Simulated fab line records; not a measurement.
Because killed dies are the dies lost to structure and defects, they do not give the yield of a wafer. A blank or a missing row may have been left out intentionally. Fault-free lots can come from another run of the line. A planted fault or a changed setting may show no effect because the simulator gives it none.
fab line records + flow nandHarc
record:
- lots: 13
- wafers: 39
- lastDay: 32
route steps=1302 shown A_ONON_D1@439 A_CHANNEL_HOLE_D1@460
lots that met no fault: from a run of the same line without faults
startH: the number of hours between the record's first day and the start of the first shown wafer of the lot + waitH: hours elapsed since this lot's preceding step + " as in the row above + L1.1+2: one row covering several wafers at once + - no value, or no start was given + * or withheld: withheld + < > ~ a bound
route shown NAME@n: a module of which the file shows steps, and the number in the route of the first + usual: average and standard deviation across the fault-free wafers + same: alike in all rows + chamber/n: place in a boat + sites: each site's reading + _std_site: standard deviation of those values + _edge_site: inner sites' mean taken away from outer sites' mean + radiusMm: for every site, how far away it sits from the centre of the wafer + mask NAME#n: copy n + behind: tool/chamber where the wafer was last shaped + hold: cause of the lot's hold/its duration in hours/its outcome + device: the n, p or np transistor that did not switch + end of line: the route-end tests of the same wafers + a step without rows: its recipe alone + killed: dies that structure and defects cost at the first sort, which is not the same as the wafer's yield + map: the dies of a wafer, with x for killed, . for not killed, _ for no die there
set.NAME: the setting as run; set.NAME@STEP: as run at that earlier step + model.NAME: the simulator's own value behind a step, which no gauge read
steps of the route over a sample of lots; a table a step, a row a wafer
services: when a tool's chamber went out of use (startH, in hours from the record's first day, below 0 if earlier), for how many hours, and the reason
== steps ==
step: NHARC_A_ONON_D1_THK_MEAS_21
recipe:
- thkMeasGauge: ellipsometry
usual:
- thkNm: 1003/10
| lot.wafer | tool         | chamber | startH | waitH | thkNm |
|-----------|--------------|---------|--------|-------|-------|
| L756.3    | filmMetro-02 | -       | 167.13 | -     | 984   |
| L756.5    | "            | -       | "      | "     | 986   |
| L756.6    | "            | -       | "      | "     | 985   |
| L758.1    | filmMetro-01 | -       | 200.74 | -     | 1017  |
| L758.3    | "            | -       | "      | "     | 1014  |
| L758.6    | "            | -       | "      | "     | 1014  |
| L759.1    | filmMetro-02 | -       | 207.97 | -     | 996   |
| L759.5    | "            | -       | "      | "     | 997   |
| L759.6    | "            | -       | "      | "     | 999   |
| L760.2    | filmMetro-01 | -       | 208.15 | -     | 1006  |
| L760.4    | "            | -       | "      | "     | 1006  |
| L760.5    | "            | -       | "      | "     | 1007  |
| L764.4    | filmMetro-01 | -       | 250.52 | -     | 989   |
| L764.5    | "            | -       | "      | "     | 991   |
| L764.6    | "            | -       | "      | "     | 990   |
| L770.1    | filmMetro-01 | -       | 315.03 | -     | 1001  |
| L770.2    | "            | -       | "      | "     | 999   |
| L770.4    | "            | -       | "      | "     | 998   |
| L771.2    | filmMetro-01 | -       | 323.50 | -     | 987   |
| L771.3    | "            | -       | "      | "     | 987   |
| L771.6    | "            | -       | "      | "     | 987   |
| L773.1    | filmMetro-01 | -       | 341.87 | -     | 1000  |
| L773.4    | "            | -       | "      | "     | 999   |
| L773.6    | "            | -       | "      | "     | 1000  |
| L774.2    | filmMetro-01 | -       | 348.70 | -     | 1001  |
| L774.3    | "            | -       | "      | "     | 1000  |
| L774.5    | "            | -       | "      | "     | 998   |
| L775.1    | filmMetro-01 | -       | 358.62 | -     | 1021  |
| L775.4    | "            | -       | "      | "     | 1022  |
| L775.5    | "            | -       | "      | "     | 1023  |
| L776.1    | filmMetro-01 | -       | 371.65 | -     | 998   |
| L776.3    | "            | -       | "      | "     | 996   |
| L776.5    | "            | -       | "      | "     | 997   |
| L777.2    | filmMetro-01 | -       | 386.86 | -     | 999   |
| L777.4    | "            | -       | "      | "     | 999   |
| L777.5    | "            | -       | "      | "     | 998   |
| L778.1    | filmMetro-02 | -       | 394.03 | -     | 1011  |
| L778.4    | "            | -       | "      | "     | 1012  |
| L778.5    | "            | -       | "      | "     | 1013  |
step: NHARC_A_ONON_D1_DEP_33
recipe:
- targetThkA: 2000
- tempC: 400
- pressureTorr: 6.5
- rfW: 900
- teosFlowSccm: 161.4
- flowSccm: 2650
- targetThkNm: 200
- gas: O2
- material: SiO2
usual:
- heaterPowerW: 547/99
- rfFwdPowerW: 898.6/2.8
- throttleValvePct: 16.0/0.44
| lot.wafer | tool     | chamber | startH | waitH | heaterPowerW | rfFwdPowerW | throttleValvePct |
|-----------|----------|---------|--------|-------|--------------|-------------|------------------|
| L756.3    | pecvd-01 | 2       | 168.92 | 0.1   | 400          | 901.9       | 15.6             |
| L756.6    | "        | 0       | "      | "     | 402          | 896.5       | 15.9             |
| L756.5    | "        | 1       | "      | "     | 574          | 895.7       | 15.4             |
| L758.1    | pecvd-02 | 2       | 202.53 | 0.1   | 650          | 899.6       | 16.9             |
| L758.3    | "        | 0       | "      | "     | 567          | 901.0       | 15.8             |
| L758.6    | "        | 2       | "      | "     | 668          | 898.6       | 17.0             |
| L759.1    | pecvd-01 | 0       | 209.97 | 0.1   | 446          | 899.2       | 15.8             |
| L759.6    | "        | 1       | "      | "     | 638          | 900.5       | 15.8             |
| L759.5    | "        | 2       | "      | "     | 538          | 900.5       | 15.9             |
| L760.2    | pecvd-02 | 2       | 210.21 | 0.1   | 576          | 899.8       | 16.9             |
| L760.4    | "        | 2       | "      | "     | 594          | 899.6       | 17.2             |
| L760.5    | "        | 0       | "      | "     | 684          | 897.7       | 16.2             |
| L764.6    | pecvd-02 | 1       | 252.41 | 0.2   | 700          | 899.3       | 15.1             |
| L764.4    | "        | 2       | "      | "     | 577          | 901.1       | 16.4             |
| L764.5    | "        | 0       | "      | "     | 652          | 893.4       | 15.4             |
| L770.2    | pecvd-02 | 1       | 316.83 | 0.1   | 691          | 897.4       | 15.3             |
| L770.1    | "        | 2       | "      | "     | 570          | 896.3       | 16.4             |
| L770.4    | "        | 0       | "      | "     | 660          | 900.6       | 15.7             |
| L771.2    | pecvd-01 | 0       | 325.31 | 0.1   | 481          | 899.5       | 15.7             |
| L771.3    | "        | 1       | "      | "     | 474          | 901.5       | 15.9             |
| L771.6    | "        | 1       | "      | "     | 502          | 899.2       | 16.0             |
| L773.1    | pecvd-01 | 1       | 343.63 | 0.1   | 626          | 899.4       | 15.9             |
| L773.6    | "        | 1       | "      | "     | 609          | 899.0       | 15.7             |
| L773.4    | "        | 2       | "      | "     | 479          | 899.2       | 16.3             |
| L774.2    | pecvd-04 | 0       | 350.51 | 0.1   | 549          | 897.0       | 16.0             |
| L774.3    | "        | 1       | "      | "     | 414          | 897.4       | 16.1             |
| L774.5    | "        | 1       | "      | "     | 420          | 899.3       | 16.2             |
| L775.1    | pecvd-01 | 0       | 360.46 | 0.1   | 500          | 895.9       | 15.6             |
| L775.4    | "        | 1       | "      | "     | 500          | 897.6       | 16.0             |
| L775.5    | "        | 0       | "      | "     | 497          | 896.4       | 16.1             |
| L776.1    | pecvd-01 | 2       | 373.47 | 0.1   | 489          | 900.9       | 16.2             |
| L776.3    | "        | 0       | "      | "     | 386          | 899.2       | 15.8             |
| L776.5    | "        | 1       | "      | "     | 552          | 897.9       | 16.0             |
| L777.2    | pecvd-01 | 1       | 388.71 | 0.1   | 526          | 899.2       | 16.0             |
| L777.4    | "        | 2       | "      | "     | 508          | 896.7       | 16.3             |
| L777.5    | "        | 1       | "      | "     | 535          | 895.5       | 16.1             |
| L778.1    | pecvd-01 | 0       | 395.88 | 0.1   | 462          | 894.3       | 15.9             |
| L778.5    | "        | 1       | "      | "     | 566          | 896.1       | 15.9             |
| L778.4    | "        | 0       | "      | "     | 467          | 893.1       | 15.8             |
step: NHARC_A_CHANNEL_HOLE_D1_PEB_08
recipe:
- pebTempC: 100
- pebTimeS: 65
| lot.wafer  | tool          | chamber | startH | waitH |
|------------|---------------|---------|--------|-------|
| L756.3+5+6 | lithoTrack-06 | 0       | 175.11 | 0.0   |
| L758.1+3+6 | lithoTrack-06 | 0       | 205.60 | 0.1   |
| L759.1+5+6 | lithoTrack-06 | 0       | 213.01 | 0.1   |
| L760.2+4+5 | lithoTrack-06 | 0       | 214.92 | 0.1   |
| L764.4+5+6 | lithoTrack-04 | 0       | 257.86 | 0.0   |
| L770.1+2+4 | lithoTrack-04 | 0       | 319.81 | 0.1   |
| L771.2+3+6 | lithoTrack-04 | 0       | 332.36 | 0.1   |
| L773.1+4+6 | lithoTrack-04 | 0       | 346.64 | 0.1   |
| L774.2+3+5 | lithoTrack-01 | 0       | 353.61 | 0.1   |
| L775.1+4+5 | lithoTrack-04 | 0       | 364.96 | 0.1   |
| L776.1+3+5 | lithoTrack-06 | 0       | 379.10 | 0.1   |
| L777.2+4+5 | lithoTrack-06 | 0       | 392.24 | 0.1   |
| L778.1+4+5 | lithoTrack-01 | 0       | 398.92 | 0.1   |
step: NHARC_A_CHANNEL_HOLE_D1_CD_MEAS_10
recipe:
- targetCdNm: 100
- landingEnergyEv: 500
usual:
- cdNm: 100.1/0.53
same:
- landingEnergyEv: 500
| lot.wafer | tool     | chamber | startH | waitH | cdNm  |
|-----------|----------|---------|--------|-------|-------|
| L756.3    | cdSem-01 | 0       | 175.19 | -     | 100.2 |
| L756.5    | "        | 0       | "      | "     | 99.3  |
| L756.6    | "        | 0       | "      | "     | 99.5  |
| L758.1    | cdSem-03 | 0       | 205.68 | -     | 100.4 |
| L758.3    | "        | 0       | "      | "     | 100.2 |
| L758.6    | "        | 0       | "      | "     | 100.0 |
| L759.1    | cdSem-01 | 0       | 213.09 | -     | 102.8 |
| L759.5    | "        | 0       | "      | "     | 102.5 |
| L759.6    | "        | 0       | "      | "     | 103.4 |
| L760.2    | cdSem-03 | 0       | 215.00 | -     | 102.8 |
| L760.4    | "        | 0       | "      | "     | 103.3 |
| L760.5    | "        | 0       | "      | "     | 102.6 |
| L764.4    | cdSem-03 | 0       | 257.94 | -     | 99.6  |
| L764.5    | "        | 0       | "      | "     | 100.0 |
| L764.6    | "        | 0       | "      | "     | 99.2  |
| L770.1    | cdSem-01 | 0       | 319.89 | -     | 100.6 |
| L770.2    | "        | 0       | "      | "     | 99.4  |
| L770.4    | "        | 0       | "      | "     | 99.9  |
| L771.2    | cdSem-03 | 0       | 332.44 | -     | 99.0  |
| L771.3    | "        | 0       | "      | "     | 100.1 |
| L771.6    | "        | 0       | "      | "     | 99.4  |
| L773.1    | cdSem-03 | 0       | 346.72 | -     | 100.1 |
| L773.4    | "        | 0       | "      | "     | 99.1  |
| L773.6    | "        | 0       | "      | "     | 100.1 |
| L774.2    | cdSem-02 | 0       | 353.70 | -     | 99.5  |
| L774.3    | "        | 0       | "      | "     | 100.7 |
| L774.5    | "        | 0       | "      | "     | 100.5 |
| L775.1    | cdSem-03 | 0       | 365.04 | -     | 100.3 |
| L775.4    | "        | 0       | "      | "     | 99.4  |
| L775.5    | "        | 0       | "      | "     | 100.0 |
| L776.1    | cdSem-01 | 0       | 379.17 | -     | 100.4 |
| L776.3    | "        | 0       | "      | "     | 100.7 |
| L776.5    | "        | 0       | "      | "     | 100.4 |
| L777.2    | cdSem-02 | 0       | 392.32 | -     | 101.2 |
| L777.4    | "        | 0       | "      | "     | 100.4 |
| L777.5    | "        | 0       | "      | "     | 99.8  |
| L778.1    | cdSem-01 | 0       | 399.00 | -     | 99.6  |
| L778.4    | "        | 0       | "      | "     | 99.9  |
| L778.5    | "        | 0       | "      | "     | 99.1  |
step: NHARC_A_CHANNEL_HOLE_D1_ETCH_21
recipe:
- biasV: 3000
- sourceW: withheld
- pressureMtorr: 20
- timeS: 514.3
- arFlowSccm: 375
- c4f8FlowSccm: 89.3
- o2FlowSccm: 35.7
- tempC: -20
- targetDepthA: 16000
- chemistry: C4F8/O2/Ar
usual:
- drypumpMotorCurrentA: 5.43/0.18
- showerheadPlenumPTorr: 3.67/0.082
- throttleValvePct: 32.154/0.0088
| lot.wafer | tool       | chamber | startH | waitH | drypumpMotorCurrentA | rfHoursCounterH | showerheadPlenumPTorr | throttleValvePct |
|-----------|------------|---------|--------|-------|----------------------|-----------------|-----------------------|------------------|
| L756.3    | harEtch-01 | 0       | 179.07 | 0.3   | 5.73                 | -               | 3.74                  | 32.168           |
| L756.6    | "          | 0       | "      | "     | 5.70                 | -               | 3.74                  | 32.143           |
| L756.5    | "          | 1       | "      | "     | 5.38                 | -               | 3.65                  | 32.152           |
| L758.1    | harEtch-02 | 1       | 207.93 | 0.3   | 5.27                 | 305             | 3.76                  | 32.138           |
| L758.3    | "          | 0       | "      | "     | 5.27                 | -               | 3.60                  | 32.163           |
| L758.6    | "          | 0       | "      | "     | 5.26                 | -               | 3.60                  | 32.153           |
| L759.1    | harEtch-01 | 1       | 214.96 | 0.3   | 5.40                 | 100             | 3.64                  | 32.168           |
| L759.6    | "          | 0       | "      | "     | 5.71                 | -               | 3.73                  | 32.153           |
| L759.5    | "          | 1       | "      | "     | 5.41                 | -               | 3.64                  | 32.149           |
| L760.2    | harEtch-02 | 1       | 216.86 | 0.3   | 5.29                 | 313             | 3.76                  | 32.155           |
| L760.4    | "          | 1       | "      | "     | 5.27                 | -               | 3.76                  | 32.157           |
| L760.5    | "          | 0       | "      | "     | 5.30                 | -               | 3.60                  | 32.167           |
| L764.4    | harEtch-02 | 1       | 264.39 | 0.3   | 5.25                 | -               | 3.75                  | 32.164           |
| L764.5    | "          | 1       | "      | "     | 5.25                 | -               | 3.75                  | 32.147           |
| L764.6    | "          | 0       | "      | "     | 5.25                 | -               | 3.58                  | 32.147           |
| L770.2    | harEtch-02 | 1       | 321.69 | 0.3   | 5.26                 | 363             | 3.73                  | 32.167           |
| L770.1    | "          | 0       | "      | "     | 5.29                 | 378             | 3.56                  | 32.147           |
| L770.4    | "          | 0       | "      | "     | 5.32                 | -               | 3.56                  | 32.163           |
| L771.2    | harEtch-02 | 1       | 335.90 | 0.3   | 5.27                 | 374             | 3.72                  | 32.140           |
| L771.3    | "          | 1       | "      | "     | 5.27                 | -               | 3.72                  | 32.170           |
| L771.6    | "          | 0       | "      | "     | 5.30                 | -               | 3.56                  | 32.152           |
| L773.1    | harEtch-02 | 0       | 348.52 | 0.3   | 5.24                 | 397             | 3.55                  | 32.167           |
| L773.4    | "          | 1       | "      | "     | 5.26                 | -               | 3.72                  | 32.139           |
| L773.6    | "          | 1       | "      | "     | 5.28                 | -               | 3.72                  | 32.144           |
| L774.2    | harEtch-01 | 1       | 355.56 | 0.3   | 5.40                 | 188             | 3.59                  | 32.161           |
| L774.3    | "          | 1       | "      | "     | 5.42                 | -               | 3.59                  | 32.145           |
| L774.5    | "          | 0       | "      | "     | 5.71                 | -               | 3.68                  | 32.167           |
| L775.1    | harEtch-02 | 0       | 367.03 | 0.3   | 5.21                 | 405             | 3.55                  | 32.140           |
| L775.4    | "          | 1       | "      | "     | 5.26                 | -               | 3.71                  | 32.148           |
| L775.5    | "          | 1       | "      | "     | 5.27                 | -               | 3.71                  | 32.145           |
| L776.1    | harEtch-01 | 0       | 381.04 | 0.3   | 5.70                 | 199             | 3.67                  | 32.155           |
| L776.3    | "          | 1       | "      | "     | 5.44                 | -               | 3.59                  | 32.160           |
| L776.5    | "          | 0       | "      | "     | 5.70                 | -               | 3.67                  | 32.155           |
| L777.2    | harEtch-02 | 1       | 400.84 | 0.3   | 5.26                 | 4               | 3.71                  | 32.154           |
| L777.4    | "          | 1       | "      | "     | 5.25                 | -               | 3.71                  | 32.174           |
| L777.5    | "          | 1       | "      | "     | 5.25                 | -               | 3.71                  | 32.167           |
| L778.1    | harEtch-01 | 0       | 402.84 | 0.3   | 5.69                 | 214             | 3.67                  | 32.151           |
| L778.4    | "          | 0       | "      | "     | 5.69                 | -               | 3.66                  | 32.140           |
| L778.5    | "          | 1       | "      | "     | 5.41                 | -               | 3.58                  | 32.151           |
== services ==
| tool          | chamber | startH | hours | kind                        |
|---------------|---------|--------|-------|-----------------------------|
| lithoTrack-01 | -       | 155.00 | 7.0   | pm                          |
| lithoTrack-06 | -       | 179.00 | 7.0   | pm                          |
| lithoTrack-04 | -       | 203.00 | 7.0   | pm                          |
| harEtch-02    | 1       | 224.70 | -     | consumableReplace:focusRing |
| harEtch-02    | 1       | 224.70 | 17.0  | scheduledDown               |
| harEtch-02    | 1       | 224.70 | 17.0  | ventCycle                   |
| pecvd-02      | -       | 227.38 | 13.0  | pm                          |
| pecvd-01      | 2       | 232.66 | 9.9   | repair                      |
| pecvd-04      | -       | 269.15 | 13.0  | pm                          |
| pecvd-01      | -       | 311.00 | 13.0  | pm                          |
| pecvd-01      | 0       | 311.00 | 13.0  | ventCycle                   |
| pecvd-01      | 1       | 311.00 | 13.0  | ventCycle                   |
| pecvd-01      | 2       | 311.00 | 13.0  | ventCycle                   |
| pecvd-01      | 0       | 324.00 | -     | clean                       |
| pecvd-01      | 1       | 324.00 | -     | clean                       |
| pecvd-01      | 2       | 324.00 | -     | clean                       |
| lithoTrack-01 | -       | 330.00 | 7.0   | pm                          |
| lithoTrack-06 | -       | 354.00 | 7.0   | pm                          |
| pecvd-02      | -       | 354.37 | 0.7   | repair                      |
| lithoTrack-04 | -       | 378.00 | 7.0   | pm                          |
| harEtch-02    | -       | 379.55 | 17.0  | pm                          |
| harEtch-02    | 0       | 379.55 | 17.0  | ventCycle                   |
| harEtch-02    | 1       | 379.55 | 17.0  | ventCycle                   |
| pecvd-01      | 1       | 390.05 | 5.0   | repair                      |
== key ==
firstSign:
- step: NHARC_A_CHANNEL_HOLE_D1_CD_MEAS_10
- reading: cdNm
- direction: up
- sigmas: 5.2
- usual: 100.1
- struck: 102.9
effect none on later readings
metAt NHARC_A_CHANNEL_HOLE_D1_PEB_08
struckLots L759,L760
testerLeftOut L759,L760
notActingAt NHARC_A_ONON_D1_THK_MEAS_21,NHARC_A_ONON_D1_DEP_33,NHARC_A_CHANNEL_HOLE_D1_ETCH_21
onsetBetween 205.60 213.01
fault:
- kind: processParameterDrift
- tool: lithoTrack-06
- chamber: -
- onsetH: 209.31
- steps: NHARC_A_CHANNEL_HOLE_D1_PEB_08
- channel: pebTimeS
- offset: *
- shape: step
- endH: 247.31
- actsIn: *
- stated: *
testerLeftOut: of these lots the tester's yield and bins aren't shown, on N5 and GAA mostly nor the transistor test; their killed dies are dies lost to structure and defects alone, not to doping, threshold or leakage, so they don't give the yield
